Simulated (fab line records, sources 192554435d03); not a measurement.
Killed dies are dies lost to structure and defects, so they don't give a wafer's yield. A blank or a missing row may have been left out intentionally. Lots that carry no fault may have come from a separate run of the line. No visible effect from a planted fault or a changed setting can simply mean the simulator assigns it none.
Matching of chambers ; flow n5-finfet ; rie-diel-06 running N5_BEOL_M2_ETCH_74: 4 sister chambers
The step etches underlayer in N2/H2, target depth 6.5 nm, time 5.2 s. 8 wafers are shown with their chamber, then 8 later ones without.

WAFERS PAIRED WITH THEIR CHAMBERS
wafer;chamber;throttle-valve-pct (%);oes-product-au (a.u.)
L088.1;3;18.17;0.60
L091.2;1;17.81;0.75
L091.5;0;17.91;0.59
L091.6;1;17.79;0.74
L090.2;2;17.80;0.70
L090.5;3;18.16;0.59
L090.6;0;17.92;0.60
L092.1;2;17.83;0.69

WAFERS WITHOUT THEIR CHAMBER
wafer;throttle-valve-pct (%);oes-product-au (a.u.)
L092.4;17.81;0.70
L092.6;17.93;0.60
L093.3;17.73;0.88
L093.4;17.95;0.59
L093.6;17.71;0.90
L095.1;17.81;0.72
L095.2;17.74;0.88
L095.4;17.94;0.58

WHICH CHAMBER EACH WENT THROUGH
wafer;from the rows above;in truth
L092.4;2;2
L092.6;0;0
L093.3;1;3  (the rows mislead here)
L093.4;0;0
L093.6;1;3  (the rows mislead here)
L095.1;can't be placed: 2 or 1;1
L095.2;1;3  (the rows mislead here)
L095.4;0;0
Correctly placed: 4 of 8. From these rows, 1 cannot be placed; in 1 the true chamber is one of the candidates. Number placed wrongly: 3.
How it was worked out, from the rows above alone: a wafer's distance from a chamber is the root of the sum, over the readings, of the square of ((its reading less the chamber's mean) divided by the reading's scatter). If the next closest chamber is less than 2 further off than the closest, the wafer can't be placed; otherwise it belongs to the closest. A chamber's mean is the mean of its shown wafers. How the scatter is found: for the shown wafers, subtract from each reading the mean of its chamber, square and add these, divide the total by (wafers less chambers), then take the root.
